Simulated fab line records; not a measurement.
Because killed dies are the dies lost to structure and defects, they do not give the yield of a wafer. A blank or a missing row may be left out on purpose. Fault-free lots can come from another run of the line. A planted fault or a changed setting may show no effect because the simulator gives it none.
Split-lot experiment | flow n5 finfet | on a route of 1938 steps: 7 lots, 39 wafers read

== THE SPLIT ==
At N5_DUMMY_GATE_EXPOSE_12 (exposes mask GATE, target cd 25 nm), the setting dose mj was moved away from the recipe's 34 on 18 of the 39 wafers read, by -2.4% to +6.5%. All remaining wafers had this setting at the recipe value.

== FROM THE SPLIT TO THE READING: what the file shows between them, 13 steps ==
- N5_DUMMY_GATE_PEB_13: peb time 60 s
- N5_DUMMY_GATE_DEVELOP_14: develop time 30 s
- N5_DUMMY_GATE_CD_MEAS_15: target cd 25.8 nm
- N5_DUMMY_GATE_STRIP_38: strips in N2/H2
- N5_DUMMY_GATE_STRIP_39: strips in N2/H2
- N5_DUMMY_GATE_TRIM_49: chemistry O2, time 29 s, target cd 14 nm
- N5_DUMMY_GATE_STRIP_40: strips in CF4
- N5_DUMMY_GATE_CD_MEAS_50: target cd 14 nm
- N5_DUMMY_GATE_ETCH_31: etches SiO2 in C4F6/O2, target depth 82.5 nm, time 27.5 s
- N5_DUMMY_GATE_STRIP_41: strips in O2
- N5_DUMMY_GATE_ETCH_32: etches SiO2 in CF4, target depth 3.5 nm, time 3.9 s
- N5_DUMMY_GATE_ETCH_23: etches poly-Si in HBr/Cl2/O2, target depth 41 nm, time 22.3 s
- N5_DUMMY_GATE_ETCH_44: etches poly-Si in HBr/O2, stops on SiO2, target depth 127.5 nm

== THE READING ==
Shown in nm: cd nm at N5_DUMMY_GATE_CD_MEAS_24, with target cd 15 nm. Fault-free wafers of this fab line usually give 15.2 nm, standard deviation 0.45 nm.

wafer  | tool, chamber at the split | dose mj as run | against the recipe | cd nm, nm | against lot-mates on the recipe
L079.1 | euv scanner-01, 0          | 34             | recipe             | 15.1      | -
L079.2 | euv scanner-01, 0          | 34             | recipe             | 14.6      | -
L079.5 | euv scanner-01, 0          | 34             | recipe             | 14.9      | -
L081.1 | euv scanner-01, 0          | 33.17          | -2.4%              | 16.1      | +0.6
L081.2 | euv scanner-01, 0          | 33.17          | -2.4%              | 15.5      | +0.0
L081.3 | euv scanner-01, 0          | 33.17          | -2.4%              | 16.3      | +0.8
L081.4 | euv scanner-01, 0          | 34             | recipe             | 15.6      | -
L081.5 | euv scanner-01, 0          | 34             | recipe             | 15.2      | -
L081.6 | euv scanner-01, 0          | 34             | recipe             | 15.6      | -
L087.1 | euv scanner-02, 0          | 34.88          | +2.6%              | 14.4      | -1.1
L087.2 | euv scanner-02, 0          | 34.88          | +2.6%              | 15.1      | -0.4
L087.3 | euv scanner-02, 0          | 34.88          | +2.6%              | 14.6      | -0.9
L087.4 | euv scanner-02, 0          | 34             | recipe             | 15.7      | -
L087.5 | euv scanner-02, 0          | 34             | recipe             | 15.0      | -
L087.6 | euv scanner-02, 0          | 34             | recipe             | 15.9      | -
L088.1 | euv scanner-01, 0          | 36.2           | +6.5%              | 14.0      | -1.4
L088.2 | euv scanner-01, 0          | 34             | recipe             | 15.7      | -
L088.3 | euv scanner-01, 0          | 36.2           | +6.5%              | 14.1      | -1.3
L088.4 | euv scanner-01, 0          | 34             | recipe             | 15.1      | -
L088.5 | euv scanner-01, 0          | 36.2           | +6.5%              | 13.5      | -1.9
L088.6 | euv scanner-01, 0          | 34             | recipe             | 15.3      | -
L089.1 | euv scanner-01, 0          | 35.6           | +4.7%              | 13.7      | -1.4
L089.2 | euv scanner-01, 0          | 34             | recipe             | 15.0      | -
L089.3 | euv scanner-01, 0          | 35.6           | +4.7%              | 13.9      | -1.2
L089.4 | euv scanner-01, 0          | 34             | recipe             | 15.2      | -
L089.5 | euv scanner-01, 0          | 35.6           | +4.7%              | 14.6      | -0.5
L089.6 | euv scanner-01, 0          | 34             | recipe             | 15.1      | -
L091.1 | euv scanner-01, 0          | 34             | recipe             | 15.2      | -
L091.2 | euv scanner-01, 0          | 35.74          | +5.1%              | 14.7      | -0.9
L091.3 | euv scanner-01, 0          | 35.74          | +5.1%              | 14.4      | -1.2
L091.4 | euv scanner-01, 0          | 34             | recipe             | 15.6      | -
L091.5 | euv scanner-01, 0          | 35.74          | +5.1%              | 14.5      | -1.1
L091.6 | euv scanner-01, 0          | 34             | recipe             | 16.0      | -
L094.1 | euv scanner-01, 0          | 34             | recipe             | 15.9      | -
L094.2 | euv scanner-01, 0          | 35.68          | +4.9%              | 13.6      | -2.0
L094.3 | euv scanner-01, 0          | 34             | recipe             | 15.6      | -
L094.4 | euv scanner-01, 0          | 35.68          | +4.9%              | 14.6      | -1.0
L094.5 | euv scanner-01, 0          | 34             | recipe             | 15.4      | -
L094.6 | euv scanner-01, 0          | 35.68          | +4.9%              | 13.6      | -2.0

THE FIT
A straight line over all 39 wafers: cd nm changes by -0.238 nm for each +1% of dose mj; r = -0.86; the points scatter about the line by 0.39 nm.
The same after taking each lot's own level away (the mean of its wafers on the recipe; 39 wafers): -0.245 nm for each +1%; r = -0.89; scatter 0.34 nm.
According to that fit, moving dose mj by its largest amount changes the reading by 1.6 nm.
Across the lots, their own levels run from 14.87 to 15.63 nm, a range of 1.7 times the standard deviation given above.
Consequently the slope shifts little with the lot-to-lot level, the two slopes agreeing.
Check: with one of the wafers moved furthest among these (+6.5%) left out of the fit, the line predicts -1.64 nm for it against its lot-mates. Against them it came out at -1.37 nm.

== OTHER SPLITS ON THESE WAFERS ==
Before the reading, these wafers also passed through other splits. Each is held against what the fit with the lots' levels taken away leaves over:
other split on the same wafers | wafers away from the commonest value | r with cd nm (lot level and that fit taken away)
N5_FIN_CUT_CUT_ETCH_26 time s  | 9                                    | +0.04

== THE WHOLE CHAIN: every reading that the file lists as answering this split, in the file's order ==
step                     | what it does                                                   | reading                                                           | change (the file's fit)               | r (the file's)
N5_DUMMY_GATE_CD_MEAS_15 | target cd 25.8 nm                                              | cd nm                                                             | -0.197 nm for each +1% of the setting | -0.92
N5_DUMMY_GATE_TRIM_49    | chemistry O2, time 29 s, target cd 14 nm                       | DUMMY_GATE.cd nm (the simulator's own value, which no gauge read) | -0.246 nm for each +1% of the setting | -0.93
N5_DUMMY_GATE_CD_MEAS_50 | target cd 14 nm                                                | cd nm                                                             | -0.236 nm for each +1% of the setting | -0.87
N5_DUMMY_GATE_ETCH_44    | etches poly-Si in HBr/O2, stops on SiO2, target depth 127.5 nm | DUMMY_GATE.cd nm (the simulator's own value, which no gauge read) | -0.244 nm for each +1% of the setting | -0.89
N5_DUMMY_GATE_CD_MEAS_24 | target cd 15 nm                                                | cd nm                                                             | -0.253 nm for each +1% of the setting | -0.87

== FILE'S OWN FIT ==
cd nm changes by -0.253 nm for each +1% of dose mj, r = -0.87.
